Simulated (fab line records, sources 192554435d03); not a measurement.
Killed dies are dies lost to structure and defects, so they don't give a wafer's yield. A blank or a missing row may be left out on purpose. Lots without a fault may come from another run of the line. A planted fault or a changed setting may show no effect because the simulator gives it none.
fab line records | flow n5_finfet | part 2 of 2: steps 5 to 6 of 6
record lots=21 wafers=63 last_day=17
route steps=1938 shown MOL_CONTACT_COAG@529
lots that met no fault: from a run of the same line without faults
start_h: hours from the record's first day to the start of the lot's first wafer shown | wait_h: hours since the lot's step before | " the same as in the row above | L1.1+2: a row that stands for several wafers | - no value, or no start given | * or withheld: withheld | < > ~ a bound
route shown NAME@n: a module of which the file shows steps, and the number in the route of the first | usual: mean/standard deviation of fault-free wafers | same: alike in all rows | chamber/n: place in a boat | sites: the reading at each site | _std_site: their standard deviation | _edge_site: outer sites' mean less inner sites' | radius_mm: how far each site lies from the wafer's centre | mask NAME#n: copy n | behind: the tool/chamber that last shaped the wafer | hold: why the lot was held/for how many hours/how that ended | device: the transistor (n, p or np) that didn't switch | end of line: the same wafers' tests at the end of the route | a step without rows: its recipe alone | killed: dies lost to structure and defects at the first sort, not the wafer's yield | map: a wafer's dies, x killed, . not, _ none there
set.NAME: the setting as run; set.NAME@STEP: as run at that earlier step | model.NAME: the simulator's own value behind a step, which no gauge read
steps of the route over a sample of lots; a table a step, a row a wafer
services: from which hour (start_h, from the record's first day; less than 0 if before it) a tool's chamber was out of use, for how many hours, and why
## steps
# step N5_MOL_CONTACT_COAG_VIA_ETCH_46
# recipe chemistry=C4F6/O2 target_depth_a=460 overetch_a=92 mask_material=SOC target=SiO2 bias_w=455 pressure_mtorr=10 time_s=40 source_w=325 Ar_flow_sccm=300 C4F6_flow_sccm=10 O2_flow_sccm=10 ion_energy_ev=575.3 ends=end_point
# usual drypump_motor_current_A=5.6/0.35 oes_product_au=0.69/0.06 rf_vpp_V=1596/35 showerhead_plenum_p_Torr=2.85/0.081 throttle_valve_pct=40.8/0.42
# columns lot.wafer tool chamber start_h wait_h drypump_motor_current_A oes_product_au rf_hours_counter_h rf_vpp_V showerhead_plenum_p_Torr throttle_valve_pct
L076.2 rie_diel-01 3 110.98 0.0 5.6 0.64 191 1552 2.85 41.1
L076.5 " 1 " " 5.8 0.66 - 1604 2.82 40.5
L076.6 " 2 " " 5.7 0.63 - 1562 2.79 41.1
L077.2 rie_diel-05 1 116.83 0.0 5.6 0.69 167 1646 2.92 40.6
L077.4 " 3 " " 6.5 0.62 231 1604 2.72 40.9
L077.6 " 1 " " 5.6 0.70 - 1648 2.92 40.7
L078.3 rie_diel-01 2 126.82 0.0 5.7 0.63 230 1562 2.79 41.0
L078.4 " 3 " " 5.5 0.65 - 1551 2.84 41.1
L078.6 " 2 " " 5.7 0.63 - 1561 2.79 41.1
L079.2 rie_diel-03 1 133.42 0.0 5.7 0.78 41 1611 2.87 40.5
L079.3 " 0 " " 6.0 0.69 158 1615 2.96 40.8
L079.4 " 3 " " 5.7 0.73 95 1533 2.73 40.1
L080.2 rie_diel-03 2 136.36 0.0 5.0 0.67 161 1586 2.84 40.9
L080.4 " 1 " " 5.7 0.78 42 1612 2.87 40.5
L080.6 " 3 " " 5.7 0.73 - 1532 2.73 40.1
L081.1 rie_diel-05 1 143.66 0.0 5.6 0.69 176 1646 2.91 40.7
L081.4 " 1 " " 5.6 0.68 - 1645 2.91 40.7
L081.6 " 0 " " 5.4 0.70 - 1616 2.93 41.7
L082.2 rie_diel-05 3 146.81 0.0 6.5 0.60 243 1601 2.72 40.9
L082.5 " 0 " " 5.4 0.68 - 1615 2.93 41.7
L082.6 " 3 " " 6.5 0.61 - 1603 2.72 40.9
L083.3 rie_diel-03 1 149.31 0.0 5.7 0.78 47 1611 2.86 40.5
L083.4 " 0 " " 5.9 0.69 164 1615 2.96 40.8
L083.5 " 0 " " 5.9 0.69 - 1614 2.96 40.8
L084.2 rie_diel-03 3 162.27 0.0 5.7 0.71 105 1533 2.73 40.1
L084.4 " 3 " " 5.7 0.73 - 1533 2.73 40.1
L084.6 " 2 " " 5.0 0.68 - 1586 2.83 40.9
L085.1 rie_diel-01 0 169.52 0.0 5.9 0.83 12 1562 2.80 41.0
L085.2 " 2 " " 5.7 0.63 247 1560 2.78 41.1
L085.6 " 3 " " 5.5 0.63 - 1549 2.84 41.1
L087.1 rie_diel-03 2 176.43 0.0 5.0 0.67 178 1586 2.83 40.9
L087.5 " 1 " " 5.6 0.77 - 1611 2.86 40.5
L087.6 " 2 " " 5.0 0.68 - 1588 2.83 40.9
L086.2 rie_diel-01 0 177.45 0.0 5.9 0.82 16 1562 2.80 41.1
L086.3 " 3 " " 5.6 0.63 218 1549 2.83 41.1
L086.6 " 3 " " 5.6 0.64 - 1548 2.83 41.1
L088.1 rie_diel-03 2 187.62 0.0 5.0 0.66 182 1587 2.83 40.9
L088.2 " 1 " " 5.7 0.74 63 1611 2.86 40.5
L088.3 " 0 " " 5.9 0.67 181 1614 2.95 40.8
L089.2 rie_diel-03 0 190.74 0.0 5.9 0.66 182 1614 2.95 40.8
L089.4 " 1 " " 5.7 0.75 65 1611 2.86 40.5
L089.5 " 0 " " 5.9 0.68 - 1614 2.95 40.8
L090.2 rie_diel-03 3 195.07 0.0 5.7 0.71 120 1532 2.72 40.1
L090.3 " 0 " " 5.9 0.67 185 1614 2.95 40.8
L090.6 " 3 " " 5.7 0.71 - 1532 2.72 40.1
L091.2 rie_diel-05 0 202.57 0.0 5.4 0.67 196 1614 2.92 41.7
L091.3 " 2 " " 5.2 0.64 223 1645 2.92 41.2
L091.6 " 1 " " 5.6 0.67 - 1645 2.90 40.7
L093.1 rie_diel-03 1 215.92 0.0 5.7 0.73 75 1611 2.85 40.5
L093.2 " 3 " " 5.7 0.70 129 1531 2.72 40.1
L093.5 " 1 " " 5.7 0.75 - 1612 2.85 40.5
L094.1 rie_diel-05 3 222.43 0.0 6.5 0.86 5 1630 3.05 41.3
L094.5 " 1 " " 5.7 0.66 - 1645 2.90 40.7
L094.6 " 0 " " 5.4 0.67 - 1614 2.92 41.7
L095.1 rie_diel-03 3 227.22 0.0 5.7 0.70 133 1529 2.72 40.1
L095.3 " 1 " " 5.7 0.74 79 1609 2.85 40.5
L095.4 " 2 " " 5.0 0.66 196 1585 2.82 40.9
L096.1 rie_diel-01 2 229.82 0.0 5.8 0.83 6 1559 2.78 40.8
L096.3 " 3 " " 5.6 0.62 235 1549 2.83 41.1
L096.4 " 0 " " 5.9 0.79 33 1560 2.79 41.1
L097.2 rie_diel-05 0 240.46 0.0 5.4 0.65 208 1614 2.92 41.7
L097.4 " 3 " " 6.4 0.85 11 1631 3.05 41.3
L097.5 " 1 " " 5.6 0.65 - 1645 2.90 40.7
# step N5_MOL_CONTACT_COAG_ETCH_67
# recipe chemistry=N2/H2 target=SOC target_depth_a=600 overetch_a=210 mask_material=SiARC temp_c=40 time_s=101.2 ion_energy_ev=200 pressure_mtorr=30 source_w=840 bias_w=150 n2_flow_sccm=200 h2_flow_sccm=200
# usual drypump_motor_current_A=5.6/0.36 n2_flow_sccm=200.0/0.56 oes_product_au=0.65/0.063 rf_vpp_V=524.1/2.2 showerhead_plenum_p_Torr=2.55/0.072 throttle_valve_pct=17.81/0.28
# columns lot.wafer tool chamber start_h wait_h drypump_motor_current_A n2_flow_sccm oes_product_au rf_hours_counter_h rf_vpp_V showerhead_plenum_p_Torr throttle_valve_pct
L076.2 rie_diel-05 1 112.77 0.0 5.6 198.7 0.65 165 527.3 2.61 17.65
L076.5 " 1 " " 5.6 199.3 0.65 - 525.3 2.61 17.65
L076.6 " 0 " " 5.4 199.8 0.64 - 526.3 2.65 18.23
L077.2 rie_diel-03 0 118.29 0.0 5.9 200.9 0.64 154 525.8 2.65 17.58
L077.4 " 2 " " 5.0 199.8 0.64 155 524.0 2.56 17.69
L077.6 " 2 " " 5.0 200.5 0.63 - 523.9 2.56 17.72
L078.3 rie_diel-03 1 128.41 0.0 5.6 200.5 0.73 40 525.5 2.59 17.68
L078.4 " 0 " " 5.9 199.9 0.64 157 525.0 2.65 17.60
L078.6 " 1 " " 5.6 201.7 0.73 - 526.0 2.59 17.68
L079.2 rie_diel-03 0 134.58 0.0 5.9 200.8 0.65 159 526.7 2.65 17.58
L079.3 " 3 " " 5.7 200.5 0.68 96 522.2 2.47 17.47
L079.4 " 2 " " 5.0 200.3 0.64 161 524.2 2.55 17.71
L080.2 rie_diel-05 1 137.61 0.0 5.6 200.1 0.64 174 526.2 2.61 17.67
L080.4 " 2 " " 5.2 200.4 0.61 204 525.3 2.65 18.31
L080.6 " 2 " " 5.2 201.0 0.61 - 525.8 2.65 18.32
L081.1 rie_diel-03 2 144.98 0.0 5.0 200.3 0.63 164 524.7 2.55 17.75
L081.4 " 3 " " 5.7 199.9 0.68 99 520.7 2.47 17.48
L081.6 " 1 " " 5.7 199.3 0.73 - 525.5 2.59 17.69
L082.2 rie_diel-01 2 148.13 0.0 5.7 199.9 0.59 239 521.8 2.51 18.28
L082.5 " 3 " " 5.6 200.4 0.60 - 523.5 2.52 18.11
L082.6 " 2 " " 5.7 200.2 0.59 - 523.8 2.51 18.30
L083.3 rie_diel-03 0 150.69 0.0 5.9 200.0 0.64 164 526.3 2.64 17.61
L083.4 " 3 " " 5.7 200.8 0.68 100 521.9 2.47 17.47
L083.5 " 3 " " 5.7 200.3 0.68 - 520.7 2.47 17.48
L084.2 rie_diel-03 1 164.85 0.0 5.7 200.1 0.71 52 525.4 2.59 17.71
L084.4 " 2 " " 5.0 200.0 0.62 172 525.6 2.55 17.74
L084.6 " 2 " " 5.0 200.2 0.63 - 522.1 2.55 17.73
L085.1 rie_diel-01 3 171.98 0.0 5.6 200.6 0.59 216 523.0 2.51 18.12
L085.2 " 0 " " 5.9 200.1 0.77 13 522.0 2.51 17.78
L085.6 " 1 " " 5.8 200.5 0.59 - 523.7 2.52 17.47
L087.1 rie_diel-01 0 177.84 0.0 5.9 200.4 0.77 16 522.2 2.51 17.77
L087.5 " 1 " " 5.8 200.4 0.59 - 523.1 2.51 17.50
L087.6 " 3 " " 5.5 200.2 0.59 - 524.1 2.51 18.12
L086.2 rie_diel-05 0 178.68 0.0 5.4 200.5 0.63 182 525.7 2.64 18.26
L086.3 " 1 " " 5.6 199.0 0.63 184 525.6 2.60 17.68
L086.6 " 0 " " 5.4 200.3 0.63 - 526.0 2.64 18.26
L088.1 rie_diel-05 0 190.37 0.0 5.4 199.3 0.63 189 524.0 2.63 18.28
L088.2 " 1 " " 5.6 200.4 0.62 192 526.0 2.60 17.70
L088.3 " 2 " " 5.2 200.0 0.61 216 524.6 2.64 18.32
L089.2 rie_diel-03 0 192.60 0.0 5.9 200.3 0.63 183 527.8 2.64 17.65
L089.4 " 3 " " 5.6 199.9 0.67 - 520.5 2.46 17.51
L089.5 " 0 " " 5.9 200.2 0.62 - 524.9 2.64 17.65
L090.2 rie_diel-01 0 196.73 0.0 5.9 199.8 0.75 18 523.8 2.51 17.78
L090.3 " 1 " " 5.8 199.3 0.59 207 523.3 2.51 17.49
L090.6 " 3 " " 5.6 201.3 0.58 - 524.0 2.51 18.13
L091.2 rie_diel-03 1 203.94 0.0 5.7 200.2 0.70 71 525.0 2.58 17.75
L091.3 " 2 " " 5.0 199.6 0.62 187 521.6 2.54 17.76
L091.6 " 2 " " 5.0 199.2 0.61 - 524.8 2.54 17.77
L093.1 rie_diel-05 3 217.18 0.0 6.5 199.7 0.83 3 528.7 2.70 17.49
L093.2 " 0 " " 5.4 200.9 0.62 200 526.4 2.63 18.30
L093.5 " 3 " " 6.5 200.6 0.82 - 529.5 2.70 17.48
L094.1 rie_diel-01 0 223.55 0.0 5.9 199.5 0.75 30 522.9 2.50 17.78
L094.5 " 1 " " 5.8 200.4 0.58 - 523.4 2.51 17.50
L094.6 " 2 " " 5.8 200.6 0.79 - 522.6 2.50 17.88
L095.1 rie_diel-01 2 228.39 0.0 5.7 199.0 0.79 5 523.3 2.50 17.86
L095.3 " 0 " " 5.9 200.0 0.74 32 522.2 2.50 17.78
L095.4 " 3 " " 5.6 199.4 0.58 235 523.5 2.51 18.15
L096.1 rie_diel-05 1 230.95 0.0 5.7 199.0 0.61 209 526.8 2.59 17.73
L096.3 " 0 " " 5.4 201.2 0.61 205 527.7 2.63 18.32
L096.4 " 3 " " 6.5 200.4 0.80 8 528.6 2.70 17.49
L097.2 rie_diel-03 3 242.13 0.0 5.7 200.2 0.65 139 522.6 2.45 17.55
L097.4 " 2 " " 5.0 199.4 0.61 202 522.7 2.54 17.78
L097.5 " 1 " " 5.7 200.1 0.69 - 523.4 2.57 17.76
## services
# columns tool chamber start_h hours kind
rie_diel-03 - 93.58 15.6 pm
rie_diel-01 0 120.89 - clean
rie_diel-01 0 120.89 - consumable_replace:focus_ring
rie_diel-01 0 120.89 14.7 scheduled_down
rie_diel-01 0 120.89 14.7 vent_cycle
rie_diel-03 - 128.92 2.1 repair
rie_diel-05 2 141.89 14.4 repair
pvd_sputter-01 - 149.90 7.8 repair
rie_diel-05 0 157.23 1.9 repair
rie_diel-03 1 159.93 2.5 repair
rie_diel-05 - 161.75 14.6 pm
rie_diel-03 - 170.76 0.3 repair
pvd_sputter-01 - 175.05 0.9 repair
rie_diel-01 2 175.18 - clean
rie_diel-01 2 175.18 - consumable_replace:focus_ring
rie_diel-01 2 175.18 38.4 scheduled_down
rie_diel-01 2 175.18 38.4 vent_cycle
rie_diel-01 - 179.88 15.6 pm
rie_diel-05 3 180.98 - clean
rie_diel-05 3 180.98 - consumable_replace:focus_ring
rie_diel-05 3 180.98 - consumable_replace:showerhead
rie_diel-05 3 180.98 20.5 scheduled_down
rie_diel-05 3 180.98 20.5 vent_cycle
rie_diel-01 - 198.29 0.4 repair
